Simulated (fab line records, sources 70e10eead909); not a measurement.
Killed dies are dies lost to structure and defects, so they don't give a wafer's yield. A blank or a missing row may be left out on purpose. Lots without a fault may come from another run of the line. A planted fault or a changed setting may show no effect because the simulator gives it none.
Tool commonality check | flow nand_harc | 13 lots, 48 wafers sampled

WHY IT WAS OPENED
At NHARC_P_M2_THK_MEAS_24 the reading thk_nm is flagged on 3 of 13 lots. Wafers without a fault read 144.0 nm, standard deviation 1.4.
Rule: a lot is flagged when every wafer of it that has a number lies more than 4 standard deviations from that mean, or none has a number. The other lots count as sound.

lot  | measured     | on            | thk_nm (nm), wafer by wafer   | flag
L512 | day 6 01:25  | film_metro-02 | 141.6 144.1 146.1             |
L516 | day 7 05:26  | film_metro-02 | 143.8 144.9 143.3             |
L513 | day 7 05:51  | film_metro-01 | 143.4 144.6 143.7             |
L519 | day 8 00:17  | film_metro-01 | 29.2 31.6 30.6 28.7 30.7 28.4 | FLAGGED
L520 | day 8 04:50  | film_metro-01 | 30.2 28.3 30.3 29.5 30.0 29.1 | FLAGGED
L521 | day 8 17:52  | film_metro-01 | 30.7 30.4 28.9 30.0 28.4 30.3 | FLAGGED
L526 | day 10 02:50 | film_metro-01 | 145.2 143.5 145.5             |
L527 | day 10 03:23 | film_metro-01 | 142.8 144.7 144.0             |
L528 | day 10 06:20 | film_metro-01 | 142.8 143.4 143.3             |
L529 | day 10 10:22 | film_metro-01 | 143.6 145.7 145.8             |
L532 | day 11 01:46 | film_metro-02 | 143.4 143.1 142.7             |
L534 | day 11 13:07 | film_metro-01 | 145.8 143.4 143.4             |
L535 | day 12 15:19 | film_metro-02 | 140.8 143.4 142.5             |
The numbers of the flagged lots are 29.7 nm on average: -114.3 nm against the usual, or -82 standard deviations.

WHICH TOOL RAN EACH LOT
The record holds 2 process steps before the reading, out of a route of 1159 steps. In each cell: the tool, then ch and the chambers that the sampled wafers went through, then the start.
lot  | flag    | NHARC_P_M2_ECD_22              | NHARC_P_M2_CMP_23
L512 |         | ecd_cu-01 ch 0,1, day 6 00:22  | cmp-03 ch 0,1,3, day 6 01:05
L516 |         | ecd_cu-02 ch 0,1, day 7 04:24  | cmp-01 ch 0,3, day 7 05:10
L513 |         | ecd_cu-02 ch 0,1, day 7 04:49  | cmp-01 ch 1,2,3, day 7 05:34
L519 | FLAGGED | ecd_cu-02 ch 0,1, day 7 23:18  | cmp-02 ch 0,1, day 7 23:58
L520 | FLAGGED | ecd_cu-02 ch 0,1, day 8 03:48  | cmp-01 ch 2,3, day 8 04:31
L521 | FLAGGED | ecd_cu-01 ch 0,1, day 8 16:53  | cmp-02 ch 0,1,2, day 8 17:33
L526 |         | ecd_cu-01 ch 0,1, day 10 01:54 | cmp-03 ch 0,1,3, day 10 02:34
L527 |         | ecd_cu-02 ch 0,1, day 10 02:24 | cmp-02 ch 0,1,3, day 10 03:10
L528 |         | ecd_cu-01 ch 0,1, day 10 05:17 | cmp-01 ch 0,1,2, day 10 06:01
L529 |         | ecd_cu-02 ch 0,1, day 10 09:25 | cmp-03 ch 0,2,3, day 10 10:08
L532 |         | ecd_cu-02 ch 0,1, day 11 00:41 | cmp-01 ch 1,3, day 11 01:29
L534 |         | ecd_cu-02 ch 0,1, day 11 12:08 | cmp-02 ch 0,1, day 11 12:49
L535 |         | ecd_cu-02 ch 0,1, day 12 14:16 | cmp-01 ch 0,1,3, day 12 14:59
What these steps do:
- NHARC_P_M2_ECD_22: material Cu, target thk 400 nm.
- NHARC_P_M2_CMP_23: polishes, t overpolish 20 s, target thk 144.3 nm.
- NHARC_P_M2_THK_MEAS_24: measures by xrf.

FLAGGED OVER TOTAL, TOOL BY TOOL (the gauges that took the reading come last)
step                   | tool          | lots run | flagged | share of the flagged lots | sound lots run after its first flagged lot
NHARC_P_M2_ECD_22      | ecd_cu-01     | 4        | 1       | some                      | 2 (L526,L528)
NHARC_P_M2_ECD_22      | ecd_cu-02     | 9        | 2       | some                      | 5 (L527,L529,L532,L534,L535)
NHARC_P_M2_CMP_23      | cmp-01        | 6        | 1       | some                      | 3 (L528,L532,L535)
NHARC_P_M2_CMP_23      | cmp-02        | 4        | 2       | some                      | 2 (L527,L534)
NHARC_P_M2_CMP_23      | cmp-03        | 3        | 0       | none                      | -
NHARC_P_M2_THK_MEAS_24 | film_metro-01 | 9        | 3       | all                       | 5 (L526,L527,L528,L529,L534)
NHARC_P_M2_THK_MEAS_24 | film_metro-02 | 4        | 0       | none                      | -

WHAT THE TABLE ALLOWS
1 row of the table ran every flagged lot: film_metro-01 at NHARC_P_M2_THK_MEAS_24.
- film_metro-01 at NHARC_P_M2_THK_MEAS_24: 3 of its 9 lots flagged. Sound lots ran on it after the first flagged one (L526, L527, L528, L529, L534), which a lasting fault on the whole tool wouldn't allow.
No row of the table ran every flagged lot and no sound lot after the first.

WHAT THE SIMULATOR HAD PUT IN
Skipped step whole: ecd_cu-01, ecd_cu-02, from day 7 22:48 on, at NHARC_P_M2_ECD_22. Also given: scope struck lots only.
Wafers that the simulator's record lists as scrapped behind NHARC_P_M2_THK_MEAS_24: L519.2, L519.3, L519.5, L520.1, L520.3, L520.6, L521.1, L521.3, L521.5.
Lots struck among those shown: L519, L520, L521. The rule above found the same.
